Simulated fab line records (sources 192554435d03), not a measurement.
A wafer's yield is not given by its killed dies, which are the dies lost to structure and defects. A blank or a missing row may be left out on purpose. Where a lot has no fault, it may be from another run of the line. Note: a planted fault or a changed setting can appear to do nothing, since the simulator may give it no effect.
Matching of chambers | flow n5_finfet | 4 sister chambers for N5_HKMG_FIN_STRIP_92 on rie_diel-01
The step strips SOC in N2/H2, time 20 s. 4 wafers are shown with their chamber, then 8 later ones without.

== WAFERS, EACH WITH ITS CHAMBER ==
wafer  | chamber | drypump_motor_current_A (A)
L086.4 | 0       | 5.7
L091.2 | 2       | 5.1
L091.4 | 3       | 6.5
L094.3 | 1       | 5.8

== WAFERS WITHOUT THEIR CHAMBER ==
wafer  | drypump_motor_current_A (A)
L094.4 | 5.8
L094.5 | 6.5
L095.1 | 5.6
L095.3 | 6.5
L095.4 | 6.4
L096.1 | 5.8
L096.3 | 5.6
L096.4 | 5.8

== WHICH CHAMBER EACH WENT THROUGH ==
wafer  | from the rows above     | in truth
L094.4 | can't be placed: 1 or 0 | 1
L094.5 | 3                       | 3
L095.1 | can't be placed: 0 or 1 | 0
L095.3 | 3                       | 3
L095.4 | 3                       | 3
L096.1 | can't be placed: 1 or 0 | 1
L096.3 | can't be placed: 0 or 1 | 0
L096.4 | can't be placed: 1 or 0 | 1
Correctly placed: 3 of 8. From these rows, 5 cannot be placed; in 5 the true chamber is one of the candidates. 0 placed wrongly.
How it was worked out, from the rows above alone: a wafer's distance from a chamber is the root of the sum, over the readings, of the square of ((its reading less the chamber's mean) divided by the reading's scatter). The wafer belongs to the nearest chamber; if the next one is less than 2 further off, it can't be placed. Each chamber's mean is taken over the wafers shown for it. The scatter (one wafer shown for each chamber): square how far every hidden wafer sits from the nearest shown wafer, average those squares and take the square root.
